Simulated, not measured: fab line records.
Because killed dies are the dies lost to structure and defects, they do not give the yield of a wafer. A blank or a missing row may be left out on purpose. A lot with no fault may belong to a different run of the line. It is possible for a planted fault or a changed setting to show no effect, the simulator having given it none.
Which tool did it? | flow nandHarc | Sampling: 12 lots, 36 wafers, 5 of 1159 route steps

== WHAT EACH GAUGE READ, for each wafer ==
NHARC_END_SORT_01. Usual: killedAtArray 28, standard deviation 8.6; killedAtOther 0.7, standard deviation 1.2; killedAtPeriphery 3.1, standard deviation 2.3; killedDies 32, standard deviation 8.7; killedOpen 3.2, standard deviation 1.7; killedShort 2.0, standard deviation 1.5.
lot  | measured     | on        | killedAtArray | killedAtOther | killedAtPeriphery | killedDies  | killedOpen | killedShort | flag
L196 | day 23 02:01 | prober-01 | 105 121 118   | 3 4 3         | 5 2 4             | 113 127 125 | 2 3 5      | 2 1 5       | OFF
L198 | day 23 13:19 | prober-01 | 115 116 113   | 1 1 0         | 4 1 1             | 120 118 114 | 3 1 2      | 6 2 1       | OFF

== WHICH TOOL RAN EACH LOT (tool, then ch and the chambers of the sampled wafers, then the start) ==
lot  | NHARC_A_STAIRCASE_ETCH_15         | NHARC_A_M1_ETCH_28                           | NHARC_A_BONDPAD_PRE_CLEAN_26           | NHARC_A_BONDPAD_CMP_19
L183 | rieDiel-04 ch 0,2,3, day 11 06:02 | rieDiel-05 ch 1,2,3, day 18 08:10 or earlier | pvdSputter-02, day 18 08:10 or earlier | cmp-01 ch 0,2,3, day 18 08:10
L182 | rieDiel-12 ch 1,2,3, day 11 12:53 | rieDiel-09 ch 0,2,3, day 18 08:56 or earlier | pvdSputter-02, day 18 08:56 or earlier | cmp-02 ch 0,1,2, day 18 08:56
L185 | rieDiel-04 ch 1,2,3, day 11 22:28 | rieDiel-05 ch 1,2,3, day 19 10:11 or earlier | pvdSputter-03, day 19 10:11 or earlier | cmp-03 ch 0,1, day 19 10:11
L188 | rieDiel-08 ch 0,1,3, day 12 08:27 | rieDiel-10 ch 0,1,2, day 20 00:51 or earlier | pvdSputter-03, day 20 00:51 or earlier | cmp-02 ch 0,1,2, day 20 00:51
L195 | rieDiel-12 ch 0,2,3, day 14 04:08 | rieDiel-10 ch 0,1,2, day 21 01:59 or earlier | pvdSputter-01, day 21 01:59 or earlier | cmp-03 ch 0,3, day 21 01:59
L196 | rieDiel-08 ch 0,1,3, day 14 17:05 | rieDiel-05 ch 0,2,3, day 21 21:32 or earlier | pvdSputter-02, day 21 21:32 or earlier | cmp-03 ch 1,3, day 21 21:32
L199 | rieDiel-04 ch 0,3, day 15 00:25   | rieDiel-10 ch 0,2,3, day 22 12:54 or earlier | pvdSputter-02, day 22 12:54 or earlier | cmp-01 ch 0,1,3, day 22 12:54
L198 | rieDiel-08 ch 2,3, day 15 07:48   | rieDiel-09 ch 1,2,3, day 22 03:46 or earlier | pvdSputter-03, day 22 03:46 or earlier | cmp-01 ch 0,1,2, day 22 03:46
L202 | rieDiel-12 ch 0,1,2, day 16 00:14 | rieDiel-09 ch 1,2,3, day 24 02:01 or earlier | pvdSputter-03, day 24 02:01 or earlier | cmp-02 ch 0,1,3, day 24 02:01
L201 | rieDiel-04 ch 0,2,3, day 16 02:43 | rieDiel-05 ch 0,3, day 23 14:52 or earlier   | pvdSputter-02, day 23 14:52 or earlier | cmp-03 ch 0,1,2, day 23 14:52
L204 | rieDiel-12 ch 0,1,3, day 16 15:10 | rieDiel-09 ch 0,3, day 24 02:38 or earlier   | pvdSputter-02, day 24 02:38 or earlier | cmp-03 ch 2,3, day 24 02:38
L203 | rieDiel-04 ch 0,1,3, day 16 15:26 | rieDiel-05 ch 0,3, day 24 01:27 or earlier   | pvdSputter-02, day 24 01:27 or earlier | cmp-01 ch 0,1,3, day 24 01:27
- NHARC_A_STAIRCASE_ETCH_15: etches the open film in C4F8/O2, target depth 100 nm, time 40.5 s.
- NHARC_A_M1_ETCH_28: etches the open film in CF4/N2, target depth 30 nm, time 72.99 s.
- NHARC_A_BONDPAD_PRE_CLEAN_26: time 30 s.
- NHARC_A_BONDPAD_CMP_19: polishes, t overpolish 30 s, cu recess touch 16 s, target thk 169.8 nm.

== WHAT THE TOOLS THEMSELVES READ (means of the sampled wafers that have a number; where no wafer has one, the mark that the record gives instead) ==
NHARC_A_STAIRCASE_ETCH_15. Usual: oesProductAu 0.940 a.u., standard deviation 0.012; rfFwdPowerW 591.2 W, standard deviation 2.9; rfVppV 898 V, standard deviation 4.1.
lot  | tool       | oesProductAu (a.u.) | rfFwdPowerW (W) | rfVppV (V) | flag
L183 | rieDiel-04 | 0.939               | 590.4           | 897        | 
L182 | rieDiel-12 | 0.941               | 593.3           | 901        | 
L185 | rieDiel-04 | 0.925               | 591.5           | 897        | 
L188 | rieDiel-08 | 0.957               | 589.3           | 899        | 
L195 | rieDiel-12 | 0.937               | 590.3           | 899        | 
L196 | rieDiel-08 | 0.936               | 588.9           | 899        | 
L199 | rieDiel-04 | 0.956               | 592.1           | 896        | 
L198 | rieDiel-08 | 0.936               | 592.1           | 901        | 
L202 | rieDiel-12 | 0.937               | 591.3           | 896        | 
L201 | rieDiel-04 | 0.948               | 592.3           | 896        | 
L204 | rieDiel-12 | 0.935               | 592.3           | 896        | 
L203 | rieDiel-04 | 0.942               | 591.9           | 896        | 

NHARC_A_M1_ETCH_28. Usual: drypumpMotorCurrentA 5.6 A, standard deviation 0.42; oesProductAu 1.001 a.u., standard deviation 0.011; rfFwdPowerW 297.4 W, standard deviation 1.3; rfVppV 315.2 V, standard deviation 2.1; showerheadPlenumPTorr 2.69 Torr, standard deviation 0.11; throttleValvePct 19.795 %, standard deviation 0.0087.
lot  | tool       | drypumpMotorCurrentA (A) | oesProductAu (a.u.) | rfFwdPowerW (W) | rfVppV (V) | showerheadPlenumPTorr (Torr) | throttleValvePct (%) | flag
L183 | rieDiel-05 | 5.2                      | 0.999               | 296.4           | 315.1      | 2.69                         | 19.799               | 
L182 | rieDiel-09 | 6.1                      | 1.007               | 296.9           | 317.0      | 2.73                         | 19.789               | 
L185 | rieDiel-05 | 5.2                      | 1.005               | 297.2           | 315.0      | 2.69                         | 19.794               | 
L188 | rieDiel-10 | 5.8                      | 1.006               | 298.6           | 313.6      | 2.64                         | 19.788               | 
L195 | rieDiel-10 | 5.8                      | 1.004               | 298.2           | 314.0      | 2.63                         | 19.789               | 
L196 | rieDiel-05 | 5.2                      | 1.001               | 296.5           | 316.4      | 2.74                         | 19.798               | 
L199 | rieDiel-10 | 5.9                      | 1.007               | 298.3           | 315.2      | 2.68                         | 19.803               | 
L198 | rieDiel-09 | 5.9                      | 0.984               | 296.8           | 315.9      | 2.72                         | 19.788               | 
L202 | rieDiel-09 | 5.9                      | 0.989               | 297.6           | 315.7      | 2.72                         | 19.789               | 
L201 | rieDiel-05 | 5.4                      | 1.004               | 296.5           | 315.4      | 2.71                         | 19.797               | 
L204 | rieDiel-09 | 5.8                      | 0.995               | 297.9           | 315.1      | 2.74                         | 19.797               | 
L203 | rieDiel-05 | 5.3                      | 1.013               | 297.1           | 315.9      | 2.71                         | 19.795               | 

NHARC_A_BONDPAD_PRE_CLEAN_26. Usual: heaterPowerW 421 W, standard deviation 35.
lot  | tool          | heaterPowerW (W) | flag
L183 | pvdSputter-02 | 419              | 
L182 | pvdSputter-02 | 433              | 
L185 | pvdSputter-03 | 417              | 
L188 | pvdSputter-03 | 427              | 
L195 | pvdSputter-01 | 452              | 
L196 | pvdSputter-02 | 430              | 
L199 | pvdSputter-02 | 405              | 
L198 | pvdSputter-03 | 409              | 
L202 | pvdSputter-03 | 434              | 
L201 | pvdSputter-02 | 443              | 
L204 | pvdSputter-02 | 433              | 
L203 | pvdSputter-02 | 409              | 

NHARC_A_BONDPAD_CMP_19. Usual: motorCurrentA 12.6 A, standard deviation 1.1; overpolishRunS 30.001 s, standard deviation 0.0086; slurryFilterDpKPa 13.51 kPa, standard deviation 0.13; slurryFlowMlMin 150.0, standard deviation 0.46.
lot  | tool   | motorCurrentA (A) | overpolishRunS (s) | slurryFilterDpKPa (kPa) | slurryFlowMlMin | flag
L183 | cmp-01 | 12.3              | 29.998             | 13.52                   | 150.1           | 
L182 | cmp-02 | 12.5              | 30.004             | 13.58                   | 150.3           | 
L185 | cmp-03 | 12.1              | 30.001             | 13.44                   | 150.1           | 
L188 | cmp-02 | 12.8              | 29.999             | 13.53                   | 149.7           | 
L195 | cmp-03 | 12.8              | 29.998             | 13.61                   | 149.9           | 
L196 | cmp-03 | 13.0              | 29.994             | 13.42                   | 150.0           | 
L199 | cmp-01 | 12.6              | 30.004             | 13.65                   | 150.6           | 
L198 | cmp-01 | 12.3              | 30.006             | 13.46                   | 150.3           | 
L202 | cmp-02 | 12.6              | 30.003             | 13.39                   | 150.1           | 
L201 | cmp-03 | 12.4              | 29.995             | 13.55                   | 150.3           | 
L204 | cmp-03 | 13.4              | 29.994             | 13.62                   | 149.9           | 
L203 | cmp-01 | 12.5              | 30.007             | 13.32                   | 150.3           | 

== THE ANSWER, worked out from the rows above alone ==
Rule: a lot is off if the mean of its wafers that have a number lies more than 3 standard deviations from the usual mean. A lot without any number at a reading at which 4 lots or more have one is off too. Any other lot the step has rows for is counted as sound. After the gauges, taken in route order, come the tools' own readings; for these a lot's mean is taken, as printed above. The first step at which some lot is off is used, and at that step the reading that is off furthest; a lot without a number counts as furthest.
Off: L196, L198 (NHARC_END_SORT_01, killedDies). Neither off nor sound, because the step has no rows for them: L183, L182, L185, L188, L195, L199, L202, L201, L204, L203.
If a tool, at a process step before that reading, ran all the lots that are off and no sound lot after the first of them, it fits. Gauges at NHARC_END_SORT_01: tried the same way as those tools. NHARC_A_M1_ETCH_28: start missing for some lots; hours and lot order therefore follow NHARC_A_BONDPAD_CMP_19. NHARC_A_BONDPAD_PRE_CLEAN_26: start missing for some lots; hours and lot order therefore follow NHARC_A_BONDPAD_CMP_19. Undecided on this evidence; 2 tools fit (rieDiel-08 at NHARC_A_STAIRCASE_ETCH_15, prober-01 at NHARC_END_SORT_01).

== WHAT THE SIMULATOR HAD INSERTED ==
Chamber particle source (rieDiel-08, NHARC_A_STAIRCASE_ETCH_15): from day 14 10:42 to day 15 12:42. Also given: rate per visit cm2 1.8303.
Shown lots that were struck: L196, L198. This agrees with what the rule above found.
